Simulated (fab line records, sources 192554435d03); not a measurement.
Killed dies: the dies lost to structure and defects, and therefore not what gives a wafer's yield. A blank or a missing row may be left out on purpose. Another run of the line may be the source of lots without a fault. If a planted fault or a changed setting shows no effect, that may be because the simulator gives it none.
Chamber matching | flow n5-finfet | rie-diel-02 running N5_BEOL_M8_DESCUM_33: 4 sister chambers
The step chemistry O2, time 7 s. 8 wafers are shown with their chamber, then 10 later ones without.

## WAFERS PAIRED WITH THEIR CHAMBERS
wafer  | chamber | throttle-valve-pct (%) | drypump-motor-current-A (A)
L079.1 | 0       | 20.43                  | 5.1
L080.4 | 3       | 20.61                  | 6.0
L082.3 | 0       | 20.44                  | 5.0
L082.4 | 3       | 20.62                  | 5.9
L085.5 | 2       | 20.51                  | 6.3
L085.6 | 1       | 19.95                  | 5.5
L088.1 | 2       | 20.53                  | 6.3
L088.3 | 1       | 19.97                  | 5.5

## WAFERS MISSING THEIR CHAMBER
wafer  | throttle-valve-pct (%) | drypump-motor-current-A (A)
L088.4 | 20.45                  | 5.1
L091.2 | 19.99                  | 5.5
L091.3 | 20.28                  | 6.0
L091.6 | 20.46                  | 5.0
L093.3 | 20.53                  | 6.3
L093.4 | 19.99                  | 5.5
L093.6 | 20.00                  | 5.5
L096.2 | 20.31                  | 6.0
L096.4 | 20.00                  | 5.5
L096.6 | 20.54                  | 6.2

## THE CHAMBER EACH PASSED THROUGH
wafer  | from the rows above     | in truth
L088.4 | 0                       | 0
L091.2 | 1                       | 1
L091.3 | can't be placed: 2 or 0 | 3
L091.6 | 0                       | 0
L093.3 | 2                       | 2
L093.4 | 1                       | 1
L093.6 | 1                       | 1
L096.2 | 2                       | 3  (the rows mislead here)
L096.4 | 1                       | 1
L096.6 | 2                       | 2
Correct placement for 8 of the 10. Cannot be placed on the basis of these rows: 1; the candidates contain the true chamber in 0. Wrongly placed: 1.
How it was worked out, from the rows above alone: a wafer's distance from a chamber is the root of the sum, over the readings, of the square of ((its reading less the chamber's mean) divided by the reading's scatter). The wafer belongs to the nearest chamber; if the next one is less than 2 further off, it can't be placed. Each chamber's mean is taken over the wafers shown for it. The scatter is the square root of a quotient: the sum, over the shown wafers, of each reading's squared deviation from its chamber's mean, divided by wafers minus chambers.
